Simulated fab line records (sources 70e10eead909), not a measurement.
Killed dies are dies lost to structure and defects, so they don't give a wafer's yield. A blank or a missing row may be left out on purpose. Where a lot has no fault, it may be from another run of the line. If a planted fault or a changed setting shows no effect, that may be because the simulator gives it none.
Which of the tools did it? | flow nand-harc | Sampling: 12 lots, 36 wafers, 5 of 1302 route steps

== WHAT EACH GAUGE READ, for each wafer ==
NHARC_END_SORT_01. Usual: killed-at-array 52, standard deviation 17; killed-at-other 1.2, standard deviation 1.4; killed-at-periphery 4.7, standard deviation 2.9; killed-dies 58, standard deviation 17; killed-open 3.2, standard deviation 1.9; killed-short 2.4, standard deviation 1.4.
lot  | measured     | on        | killed-at-array | killed-at-other | killed-at-periphery | killed-dies | killed-open | killed-short | flag
L232 | day 28 19:47 | prober-01 | 66 39 44        | 3 2 0           | 2 2 4               | 71 43 48    | 3 1 2       | 3 1 3        |
L234 | day 30 11:25 | prober-01 | 47 60 63        | 1 1 0           | 2 3 3               | 50 64 66    | 1 3 7       | 1 2 4        |
L242 | day 33 05:41 | prober-02 | 45 592 27       | 0 2 5           | 2 8 2               | 47 602 34   | 1 6 1       | 1 3 1        | OFF
L243 | day 33 12:10 | prober-01 | 589 53 47       | 0 3 3           | 6 7 3               | 595 63 53   | 2 2 6       | 4 3 3        | OFF
L244 | day 33 21:40 | prober-01 | 43 470 50       | 0 0 0           | 3 3 2               | 46 473 52   | 4 2 2       | 3 1 1        | OFF

== TOOL THAT RAN EACH LOT (tool first, then ch and the chambers of the sampled wafers, then the start) ==
lot  | NHARC_A_CONTACT_DEP_58          | NHARC_A_CONTACT_ETCH_75            | NHARC_A_CONTACT_ETCH_77            | NHARC_A_CONTACT_ETCH_129
L221 | pecvd-03 ch 0,1,2, day 21 10:50 | rie-diel-12 ch 0,1,3, day 21 11:49 | rie-diel-12 ch 0,2,3, day 21 12:15 | har-cap-etch-03 ch 0,1, day 21 14:11
L222 | pecvd-03 ch 0,1, day 22 06:13   | rie-diel-10 ch 2,3, day 22 07:13   | rie-diel-10 ch 0,3, day 22 07:39   | har-cap-etch-03 ch 0,1, day 22 09:35
L225 | pecvd-01 ch 0,1,2, day 22 17:43 | rie-diel-12 ch 0,1,3, day 22 18:43 | rie-diel-12 ch 0,1,3, day 22 19:10 | har-cap-etch-02 ch 0,1, day 22 21:04
L224 | pecvd-01 ch 0,1,2, day 23 11:57 | rie-diel-12 ch 0,1, day 23 12:49   | rie-diel-12 ch 0,1,2, day 23 13:16 | har-cap-etch-01 ch 0,1, day 23 15:11
L227 | pecvd-02 ch 1,2, day 24 02:49   | rie-diel-12 ch 0,1,3, day 24 03:37 | rie-diel-12 ch 1,2, day 24 04:03   | har-cap-etch-02 ch 1, day 24 05:58
L226 | pecvd-03 ch 0,2, day 24 13:28   | rie-diel-05 ch 0,2,3, day 24 14:28 | rie-diel-05 ch 0,1,2, day 24 14:56 | har-cap-etch-01 ch 0,1, day 24 16:53
L233 | pecvd-01 ch 0,1,2, day 26 07:05 | rie-diel-10 ch 1,2,3, day 26 08:05 | rie-diel-10 ch 0,1,3, day 26 08:32 | har-cap-etch-03 ch 0,1, day 26 10:28
L232 | pecvd-03 ch 0,2, day 26 08:32   | rie-diel-05 ch 0,2,3, day 26 09:32 | rie-diel-05 ch 0,2, day 26 09:58   | har-cap-etch-01 ch 1, day 26 11:53
L234 | pecvd-03 ch 0,1, day 27 18:07   | rie-diel-05 ch 0,1,3, day 27 19:11 | rie-diel-05 ch 1,2,3, day 27 19:38 | har-cap-etch-03 ch 0,1, day 27 21:37
L242 | pecvd-02 ch 0,1,2, day 30 14:22 | rie-diel-12 ch 0,3, day 30 15:22   | rie-diel-12 ch 0,1,3, day 30 15:49 | har-cap-etch-03 ch 1, day 30 17:45
L243 | pecvd-02 ch 0,1,2, day 30 22:52 | rie-diel-12 ch 0,1, day 30 23:50   | rie-diel-12 ch 0,1,3, day 31 00:17 | har-cap-etch-02 ch 0,1, day 31 02:16
L244 | pecvd-01 ch 1,2, day 31 09:01   | rie-diel-12 ch 0,1, day 31 09:58   | rie-diel-12 ch 0,1,2, day 31 10:25 | har-cap-etch-01 ch 0,1, day 31 12:22
- NHARC_A_CONTACT_DEP_58: deposits SiON, target thk 90 nm.
- NHARC_A_CONTACT_ETCH_75: etches the open film in CF4, target depth 39 nm, time 65 s.
- NHARC_A_CONTACT_ETCH_77: etches the open film in CF4/CHF3, target depth 108.9 nm, time 54.5 s.
- NHARC_A_CONTACT_ETCH_129: etches the open film in C4F8/O2/Ar, time 197 s, target depth 1918 nm.

== WHAT THE TOOLS THEMSELVES READ (means of the sampled wafers that have a number; where no wafer has one, the mark that the record gives instead) ==
NHARC_A_CONTACT_DEP_58. Usual: heater-power-w 735 W, standard deviation 96.
lot  | tool     | heater-power-w (W) | flag
L221 | pecvd-03 | 777                |
L222 | pecvd-03 | 800                |
L225 | pecvd-01 | 722                |
L224 | pecvd-01 | 706                |
L227 | pecvd-02 | 766                |
L226 | pecvd-03 | 812                |
L233 | pecvd-01 | 709                |
L232 | pecvd-03 | 775                |
L234 | pecvd-03 | 833                |
L242 | pecvd-02 | 696                |
L243 | pecvd-02 | 664                |
L244 | pecvd-01 | 683                |

NHARC_A_CONTACT_ETCH_75. Usual: cf4-flow-sccm 150.0 sccm, standard deviation 0.48; drypump-motor-current-A 5.67 A, standard deviation 0.29; oes-product-au 1.000 a.u., standard deviation 0.017; rf-vpp-V 151.6 V, standard deviation 1.4; showerhead-plenum-p-Torr 1.79 Torr, standard deviation 0.096; throttle-valve-pct 13.283 %, standard deviation 0.009.
lot  | tool        | cf4-flow-sccm (sccm) | drypump-motor-current-A (A) | oes-product-au (a.u.) | rf-vpp-V (V) | showerhead-plenum-p-Torr (Torr) | throttle-valve-pct (%) | flag
L221 | rie-diel-12 | 150.0                | 5.68                        | 1.009                 | 151.2        | 1.80                            | 13.282                 |
L222 | rie-diel-10 | 149.6                | 5.91                        | 1.013                 | 150.8        | 1.72                            | 13.277                 |
L225 | rie-diel-12 | 150.6                | 5.66                        | 1.020                 | 151.7        | 1.80                            | 13.281                 |
L224 | rie-diel-12 | 150.2                | 5.88                        | 1.011                 | 151.4        | 1.73                            | 13.279                 |
L227 | rie-diel-12 | 149.9                | 5.67                        | 1.016                 | 150.9        | 1.80                            | 13.282                 |
L226 | rie-diel-05 | 150.6                | 5.64                        | 1.001                 | 151.6        | 1.79                            | 13.287                 |
L233 | rie-diel-10 | 149.8                | 5.60                        | 1.001                 | 152.1        | 1.82                            | 13.283                 |
L232 | rie-diel-05 | 149.7                | 5.66                        | 1.010                 | 151.7        | 1.79                            | 13.283                 |
L234 | rie-diel-05 | 150.1                | 5.51                        | 0.993                 | 151.0        | 1.78                            | 13.278                 |
L242 | rie-diel-12 | 150.2                | 5.52                        | 1.004                 | 152.9        | 1.88                            | 13.285                 |
L243 | rie-diel-12 | 149.8                | 5.73                        | 0.992                 | 152.5        | 1.90                            | 13.288                 |
L244 | rie-diel-12 | 150.2                | 5.72                        | 0.991                 | 153.6        | 1.90                            | 13.287                 |

NHARC_A_CONTACT_ETCH_77. Usual: cf4-flow-sccm 99.9 sccm, standard deviation 0.31; chf3-flow-sccm 30.00 sccm, standard deviation 0.089; drypump-motor-current-A 5.68 A, standard deviation 0.29; oes-product-au 0.944 a.u., standard deviation 0.024; rf-vpp-V 371 V, standard deviation 3; showerhead-plenum-p-Torr 1.59 Torr, standard deviation 0.088; throttle-valve-pct 16.804 %, standard deviation 0.0099.
lot  | tool        | cf4-flow-sccm (sccm) | chf3-flow-sccm (sccm) | drypump-motor-current-A (A) | oes-product-au (a.u.) | rf-vpp-V (V) | showerhead-plenum-p-Torr (Torr) | throttle-valve-pct (%) | flag
L221 | rie-diel-12 | 99.8                 | 29.90                 | 5.63                        | 0.927                 | 372          | 1.61                            | 16.807                 |
L222 | rie-diel-10 | 100.3                | 30.02                 | 6.11                        | 0.928                 | 369          | 1.53                            | 16.792                 |
L225 | rie-diel-12 | 100.3                | 29.94                 | 5.66                        | 0.933                 | 372          | 1.60                            | 16.814                 |
L224 | rie-diel-12 | 100.1                | 30.00                 | 5.83                        | 0.932                 | 369          | 1.54                            | 16.808                 |
L227 | rie-diel-12 | 100.0                | 30.01                 | 6.02                        | 0.934                 | 367          | 1.46                            | 16.802                 |
L226 | rie-diel-05 | 99.8                 | 29.98                 | 5.47                        | 0.931                 | 370          | 1.55                            | 16.803                 |
L233 | rie-diel-10 | 100.1                | 30.01                 | 5.79                        | 0.969                 | 372          | 1.62                            | 16.806                 |
L232 | rie-diel-05 | 99.7                 | 30.04                 | 5.68                        | 0.981                 | 371          | 1.56                            | 16.795                 |
L234 | rie-diel-05 | 99.9                 | 30.04                 | 5.44                        | 0.961                 | 371          | 1.57                            | 16.811                 |
L242 | rie-diel-12 | 99.8                 | 29.91                 | 5.67                        | 0.887                 | 374          | 1.68                            | 16.800                 |
L243 | rie-diel-12 | 99.4                 | 30.05                 | 5.68                        | 0.914                 | 373          | 1.68                            | 16.803                 |
L244 | rie-diel-12 | 100.2                | 29.99                 | 5.83                        | 0.881                 | 371          | 1.62                            | 16.801                 |

== THE ANSWER, worked out from the rows above alone ==
Rule: lot off if the mean of its wafers having a number is beyond 3 standard deviations from the usual mean. Also off: a lot with no number at a reading for which 4 or more lots have one. Any other lot the step has rows for is counted as sound. First the gauges in route order, then the tools' own readings, where a lot's mean is used as printed above. The first step at which some lot is off is used, and at that step the reading that is off furthest; a lot without a number counts as furthest.
Off, at NHARC_END_SORT_01 on killed-dies: L242, L243, L244. Neither off nor sound, because the step has no rows for them: L221, L222, L225, L224, L227, L226, L233.
If a tool, at a process step before that reading, ran all the lots that are off and no sound lot after the first of them, it fits. Gauges at NHARC_END_SORT_01: tried the same way as those tools. One fits: rie-diel-12 at NHARC_A_CONTACT_ETCH_75 and NHARC_A_CONTACT_ETCH_77. It ran no sound lot before its first lot that is off in this sample, so the start can't be narrowed down.
The tool's own readings at NHARC_A_CONTACT_ETCH_75 bear it out: on the lots that are off they differ by more than 5 times the standard deviation of the sound lots' means. showerhead-plenum-p-Torr reads 1.89 Torr there against 1.79 Torr on the sound lots.

== WHAT WAS PUT IN BY THE SIMULATOR ==
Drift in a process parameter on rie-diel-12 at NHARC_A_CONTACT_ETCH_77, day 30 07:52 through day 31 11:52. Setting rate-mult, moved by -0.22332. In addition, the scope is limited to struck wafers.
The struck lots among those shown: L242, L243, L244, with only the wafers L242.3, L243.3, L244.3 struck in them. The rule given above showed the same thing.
